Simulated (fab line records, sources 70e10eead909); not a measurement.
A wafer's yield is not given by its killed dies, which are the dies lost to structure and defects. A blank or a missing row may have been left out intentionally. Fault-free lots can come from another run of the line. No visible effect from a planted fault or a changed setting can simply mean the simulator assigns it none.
Matching of chambers || flow nand harc || 4 sister chambers for NHARC_A_CHANNEL_FILL_D2_ALD_14 on ald hk-04
The step deposits SiO2, target thk 2.5 nm, pulse time 10 s, ald cycles 25. 4 wafers are shown with their chamber, then 9 later ones without.

## WAFERS PAIRED WITH THEIR CHAMBERS
{"wafer": "L076.5", "chamber": 0, "heater power w (W)": 371}
{"wafer": "L089.2", "chamber": 2, "heater power w (W)": 477}
{"wafer": "L089.4", "chamber": 3, "heater power w (W)": 432}
{"wafer": "L089.6", "chamber": 1, "heater power w (W)": 498}

## WAFERS WITHOUT THEIR CHAMBER
{"wafer": "L093.3", "heater power w (W)": 412}
{"wafer": "L093.4", "heater power w (W)": 463}
{"wafer": "L093.5", "heater power w (W)": 502}
{"wafer": "L092.3", "heater power w (W)": 394}
{"wafer": "L092.4", "heater power w (W)": 498}
{"wafer": "L092.5", "heater power w (W)": 385}
{"wafer": "L095.2", "heater power w (W)": 421}
{"wafer": "L095.5", "heater power w (W)": 423}
{"wafer": "L095.6", "heater power w (W)": 478}

## THE CHAMBER EACH PASSED THROUGH
{"wafer": "L093.3", "from the rows above": "can't be placed: 3 or 0", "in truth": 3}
{"wafer": "L093.4", "from the rows above": "can't be placed: 2 or 3 or 1", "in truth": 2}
{"wafer": "L093.5", "from the rows above": "can't be placed: 1 or 2", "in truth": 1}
{"wafer": "L092.3", "from the rows above": "can't be placed: 0 or 3", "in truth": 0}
{"wafer": "L092.4", "from the rows above": "can't be placed: 1 or 2", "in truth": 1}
{"wafer": "L092.5", "from the rows above": 0, "in truth": 0}
{"wafer": "L095.2", "from the rows above": 3, "in truth": 3}
{"wafer": "L095.5", "from the rows above": 3, "in truth": 3}
{"wafer": "L095.6", "from the rows above": "can't be placed: 2 or 1", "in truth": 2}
Placed correctly: 3 of 9. From these rows, 6 cannot be placed; in 6 the true chamber is one of the candidates. Placed wrongly: 0.
How it was worked out, from the rows above alone: a wafer's distance from a chamber is the root of the sum, over the readings, of the square of ((its reading less the chamber's mean) divided by the reading's scatter). The wafer belongs to the nearest chamber; if the next one is less than 2 further off, it can't be placed. The mean given for a chamber averages the wafers shown for that chamber. The scatter (one wafer shown for each chamber): square how far every hidden wafer sits from the nearest shown wafer, average those squares and take the square root.
